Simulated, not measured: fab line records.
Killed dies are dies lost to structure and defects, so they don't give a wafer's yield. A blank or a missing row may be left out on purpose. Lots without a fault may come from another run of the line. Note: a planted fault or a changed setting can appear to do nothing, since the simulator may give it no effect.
Code-filled problem report in 8D (eight disciplines) form + flow nand_harc + the parts of the form that need people (team, actions taken, sign-off) are left out

## 1. WHAT WENT WRONG
At NHARC_A_WL_FILL_ETCHBACK_17, run_length_s averages 34.5 s over 3 wafers from 2 lots, while fault-free wafers read 48.1 s, standard deviation 0.33. Measured from the usual mean, that is -41 standard deviations.
The step: etches the open film in Cl2/BCl3, target depth 4 nm, time 26.7 s.
Earliest sighting: wafer L766.2 on rie_metal-03 at day 28 03:19. The record has a number at this step for 42 wafers belonging to 14 lots. By rule, "out" or "out of limits" means more than 4 standard deviations away from the usual mean. All remaining wafers that have a number are taken as sound.

## 2. WHAT IT IS; WHAT IT IS NOT
| question                    | is                     | is not                                                                          |
|-----------------------------|------------------------|---------------------------------------------------------------------------------|
| which readings at this step | run_length_s           | drypump_motor_current_A, oes_product_au                                         |
| which lots                  | L766, L768             | L749, L751, L752, L753, L755, L756, L757, L760, L761, L763, L771, L772          |
| which wafers of those lots  | L766.2, L768.2, L768.5 | L766.1, L766.4, L768.3                                                          |
| read on which tools         | rie_metal-03           | rie_metal-01, rie_metal-02                                                      |
| when                        | from day 28 03:19      | up to then (32 sound wafers); but 7 sound wafers of L768, L771, L772 came after |

## 3. WHAT RULES OUT EACH SUSPECT
Counting: a tool at a process step up to the reading stays a suspect if it ran every lot that is out. Sound lots after the first of them don't rule it out here, since some wafers of a struck lot are sound.
- rie_metal-03 at NHARC_A_WL_FILL_ETCHBACK_17 (etches the open film in Cl2/BCl3, target depth 4 nm, time 26.7 s): kept. Every lot that is out went through it, the first being L766 (day 28 03:19); the last sound lot it ran before that was L763 (day 27 00:11). On those wafers its own readings are out: run_length_s.
The count leaves rie_metal-03 at NHARC_A_WL_FILL_ETCHBACK_17.

## 4. THE CAUSE (what the simulator had put in)
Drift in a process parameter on rie_metal-03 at NHARC_A_WL_FILL_ETCHBACK_17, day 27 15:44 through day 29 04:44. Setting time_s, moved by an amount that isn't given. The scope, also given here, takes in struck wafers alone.
This tool alone remained once counting was done.

## 5. THE EFFECT CHAIN, in route order
One row per reading whose mean, taken over the struck wafers that have a number, lies over 3 standard deviations from the usual. Only readings for which the record gives a usual standard deviation are gone through. hours: the time from each lot's start at the first step in this table that gives one to its start at this step, as a median over the lots. sigmas: the change in usual standard deviations.
| hours | step                        | reading      | usual  | on struck wafers | change | sigmas |
|-------|-----------------------------|--------------|--------|------------------|--------|--------|
| 0     | NHARC_A_WL_FILL_ETCHBACK_17 | run_length_s | 48.1 s | 34.5             | -13.6  | -41    |
Here are the process steps it includes:
- NHARC_A_WL_FILL_ETCHBACK_17: etches the open film in Cl2/BCl3, target depth 4 nm, time 26.7 s.

## 6. WHAT WOULD HAVE CAUGHT IT SOONER
In this record no reading fell out of limits until day 28 03:19, 12 hours after the fault had begun at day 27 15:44.
